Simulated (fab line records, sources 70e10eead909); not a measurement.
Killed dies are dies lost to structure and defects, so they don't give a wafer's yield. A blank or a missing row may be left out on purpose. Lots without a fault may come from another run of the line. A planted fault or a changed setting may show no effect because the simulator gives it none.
Which tool did it? | flow nand_harc | 12 lots, 36 wafers sampled, at 5 steps of a route of 1302

WHAT THE GAUGES READ, wafer by wafer
NHARC_THIN_TSV_CD_MEAS_12: target cd 1000 nm. Usual: cd_nm 999.7 nm, standard deviation 1.4.
lot  | measured     | on        | cd_nm (nm)           | flag
L387 | day 24 21:09 | cd_sem-01 | 1000.5 1001.1 1000.2 |
L388 | day 24 22:22 | cd_sem-03 | 997.6 998.3 998.9    |
L389 | day 25 14:03 | cd_sem-03 | 1002.3 1001.9 1001.2 |
L393 | day 26 16:18 | cd_sem-01 | 999.8 1001.5 1001.8  |
L394 | day 27 08:20 | cd_sem-02 | 1001.9 1000.4 1003.4 |
L395 | day 27 07:02 | cd_sem-02 | 1000.1 999.7 999.8   |
L396 | day 28 04:02 | cd_sem-03 | 998.1 999.2 998.0    |
L401 | day 30 00:53 | cd_sem-01 | 999.1 999.6 999.6    |
L405 | day 31 15:41 | cd_sem-03 | 1001.6 999.0 999.0   |
L407 | day 31 12:41 | cd_sem-03 | 997.7 997.6 1001.4   |
L409 | day 33 07:52 | cd_sem-03 | 1003.6 1002.6 1000.5 |
L410 | day 33 18:29 | cd_sem-03 | 1000.6 1000.3 1000.9 |

NHARC_END_SORT_01. Usual: killed_at_array 50, standard deviation 18; killed_at_other 0.8, standard deviation 1.1; killed_at_periphery 4.1, standard deviation 2.9; killed_dies 55, standard deviation 18; killed_open 3.5, standard deviation 1.9; killed_short 2.4, standard deviation 1.5.
lot  | measured     | on        | killed_at_array | killed_at_other | killed_at_periphery | killed_dies | killed_open | killed_short | flag
L395 | day 27 23:31 | prober-02 | 145 137 142     | 0 2 1           | 3 3 3               | 148 142 146 | 5 1 7       | 4 3 3        | OFF
L396 | day 28 22:08 | prober-02 | 128 137 148     | 0 2 3           | 2 8 2               | 130 147 153 | 4 4 1       | 0 2 5        | OFF
L407 | day 32 04:27 | prober-02 | 40 30 27        | 0 1 0           | 6 4 2               | 46 35 29    | 3 2 1       | 3 0 2        |

WHICH TOOL RAN EACH LOT (tool, then ch and the chambers of the sampled wafers, then the start)
lot  | NHARC_A_CHANNEL_FILL_D2_ALD_03      | NHARC_THIN_TSV_DESCUM_14           | NHARC_THIN_TSV_ETCHBACK_48
L387 | ald_sin_batch-02 ch 0, day 14 21:37 | rie_diel-11 ch 0,2,3, day 24 21:19 | rie_diel-01 ch 1,2,3, day 24 23:25
L388 | ald_sin_batch-01 ch 0, day 15 01:41 | rie_diel-10 ch 0,1,2, day 24 22:32 | rie_diel-10 ch 1,2,3, day 25 00:40
L389 | ald_sin_batch-01 ch 0, day 15 01:41 | rie_diel-10 ch 0,1,2, day 25 14:13 | rie_diel-10 ch 0,1,2, day 25 16:17
L393 | ald_sin_batch-01 ch 0, day 15 19:43 | rie_diel-10 ch 0,1, day 26 16:27   | rie_diel-01 ch 0,2,3, day 26 18:36
L394 | ald_sin_batch-01 ch 0, day 16 10:27 | rie_diel-10 ch 0,2,3, day 27 08:31 | rie_diel-11 ch 0,1,2, day 27 10:40
L395 | ald_sin_batch-01 ch 0, day 16 21:17 | rie_diel-11 ch 0,1,2, day 27 07:12 | rie_diel-10 ch 2,3, day 27 09:20
L396 | ald_sin_batch-01 ch 0, day 17 17:35 | rie_diel-01 ch 0,2, day 28 04:13   | rie_diel-11 ch 2,3, day 28 06:25
L401 | ald_sin_batch-02 ch 0, day 19 19:19 | rie_diel-10 ch 1,2,3, day 30 01:02 | rie_diel-11 ch 1,2,3, day 30 03:07
L405 | ald_sin_batch-01 ch 0, day 21 16:56 | rie_diel-11 ch 0,2,3, day 31 15:52 | rie_diel-10 ch 0,2,3, day 31 17:56
L407 | ald_sin_batch-01 ch 0, day 21 16:56 | rie_diel-01 ch 0,1, day 31 12:50   | rie_diel-11 ch 0,2, day 31 14:55
L409 | ald_sin_batch-03 ch 0, day 23 02:02 | rie_diel-01 ch 0,2, day 33 08:02   | rie_diel-11 ch 0,2, day 33 10:13
L410 | ald_sin_batch-02 ch 0, day 23 08:09 | rie_diel-01 ch 0,1,2, day 33 18:40 | rie_diel-10 ch 2,3, day 33 20:46
- NHARC_A_CHANNEL_FILL_D2_ALD_03: deposits SiNx, target thk 6 nm, pulse time 60 s, ald cycles 58.
- NHARC_THIN_TSV_DESCUM_14: chemistry O2, time 3 s.
- NHARC_THIN_TSV_ETCHBACK_48: etches the open film in C4F8/Ar, target depth 1028.5 nm, time 405.17 s.

WHAT THE TOOLS THEMSELVES READ (means of the sampled wafers that have a number; where no wafer has one, the mark that the record gives instead)
NHARC_A_CHANNEL_FILL_D2_ALD_03. Usual: chamber_pressure_Torr 1.999 Torr, standard deviation 0.0043; precursor_pulse_height_rel 0.998, standard deviation 0.02.
lot  | tool             | chamber_pressure_Torr (Torr) | precursor_pulse_height_rel | flag
L387 | ald_sin_batch-02 | 2.000                        | 0.997                      |
L388 | ald_sin_batch-01 | 1.996                        | 0.998                      |
L389 | ald_sin_batch-01 | 1.994                        | 0.999                      |
L393 | ald_sin_batch-01 | 1.999                        | 0.995                      |
L394 | ald_sin_batch-01 | 1.998                        | 0.996                      |
L395 | ald_sin_batch-01 | 2.002                        | 1.011                      |
L396 | ald_sin_batch-01 | 1.997                        | 1.006                      |
L401 | ald_sin_batch-02 | 1.999                        | 0.997                      |
L405 | ald_sin_batch-01 | 1.998                        | 0.994                      |
L407 | ald_sin_batch-01 | 1.999                        | 0.981                      |
L409 | ald_sin_batch-03 | 2.004                        | 0.994                      |
L410 | ald_sin_batch-02 | 1.999                        | 0.992                      |

NHARC_THIN_TSV_DESCUM_14. Usual: drypump_motor_current_A 6.0 A, standard deviation 0.48; oes_product_au 1.000 a.u., standard deviation 0.0072; rf_vpp_V 57.9 V, standard deviation 0.85; showerhead_plenum_p_Torr 1.92 Torr, standard deviation 0.078; throttle_valve_pct 11.312 %, standard deviation 0.009.
lot  | tool        | drypump_motor_current_A (A) | oes_product_au (a.u.) | rf_vpp_V (V) | showerhead_plenum_p_Torr (Torr) | throttle_valve_pct (%) | flag
L387 | rie_diel-11 | 5.8                         | 1.005                 | 58.2         | 1.92                            | 11.311                 |
L388 | rie_diel-10 | 5.9                         | 1.000                 | 58.4         | 1.96                            | 11.318                 |
L389 | rie_diel-10 | 5.9                         | 1.001                 | 57.8         | 1.96                            | 11.312                 |
L393 | rie_diel-10 | 5.7                         | 0.997                 | 58.2         | 1.94                            | 11.309                 |
L394 | rie_diel-10 | 6.2                         | 0.998                 | 58.5         | 1.90                            | 11.308                 |
L395 | rie_diel-11 | 5.9                         | 1.001                 | 57.9         | 1.90                            | 11.314                 |
L396 | rie_diel-01 | 5.5                         | 1.000                 | 57.3         | 1.88                            | 11.318                 |
L401 | rie_diel-10 | 6.2                         | 1.004                 | 57.8         | 1.94                            | 11.315                 |
L405 | rie_diel-11 | 5.8                         | 0.991                 | 58.2         | 1.92                            | 11.311                 |
L407 | rie_diel-01 | 5.7                         | 1.004                 | 57.9         | 1.91                            | 11.316                 |
L409 | rie_diel-01 | 5.6                         | 0.997                 | 57.8         | 1.83                            | 11.314                 |
L410 | rie_diel-01 | 5.8                         | 1.001                 | 57.6         | 1.86                            | 11.310                 |

NHARC_THIN_TSV_ETCHBACK_48. Usual: oes_product_au 0.939 a.u., standard deviation 0.026; rf_vpp_V 547.0 V, standard deviation 2.9.
lot  | tool        | oes_product_au (a.u.) | rf_vpp_V (V) | flag
L387 | rie_diel-01 | 0.993                 | 546.6        |
L388 | rie_diel-10 | 0.932                 | 548.1        |
L389 | rie_diel-10 | 0.929                 | 548.5        |
L393 | rie_diel-01 | 0.983                 | 546.9        |
L394 | rie_diel-11 | 1.003                 | 546.4        |
L395 | rie_diel-10 | 0.932                 | 546.7        |
L396 | rie_diel-11 | 0.924                 | 546.1        |
L401 | rie_diel-11 | 0.953                 | 547.0        |
L405 | rie_diel-10 | 0.930                 | 545.6        |
L407 | rie_diel-11 | 0.927                 | 546.8        |
L409 | rie_diel-11 | 0.920                 | 545.6        |
L410 | rie_diel-10 | 0.998                 | 547.0        |

THE ANSWER, worked out from the rows above alone
Rule: a lot is off if the mean of its wafers that have a number lies more than 3 standard deviations from the usual mean. A lot without any number at a reading at which 4 lots or more have one is off too. The other lots that the step has rows for count as sound. The gauges are gone through in route order, then the tools' own readings, and for those a lot's mean is taken as printed above. The first step at which some lot is off is used, and at that step the reading that is off furthest; a lot without a number counts as furthest.
Off: L395, L396, at NHARC_END_SORT_01 (killed_at_array). Neither off nor sound, because the step has no rows for them: L387, L388, L389, L393, L394, L401, L405, L409, L410.
A tool fits if, at a process step before that reading, it ran every lot that is off, and no sound lot after the first of them. The gauges at NHARC_END_SORT_01 are tried like those tools. None of those tried fits.

WHAT THE SIMULATOR HAD PUT IN
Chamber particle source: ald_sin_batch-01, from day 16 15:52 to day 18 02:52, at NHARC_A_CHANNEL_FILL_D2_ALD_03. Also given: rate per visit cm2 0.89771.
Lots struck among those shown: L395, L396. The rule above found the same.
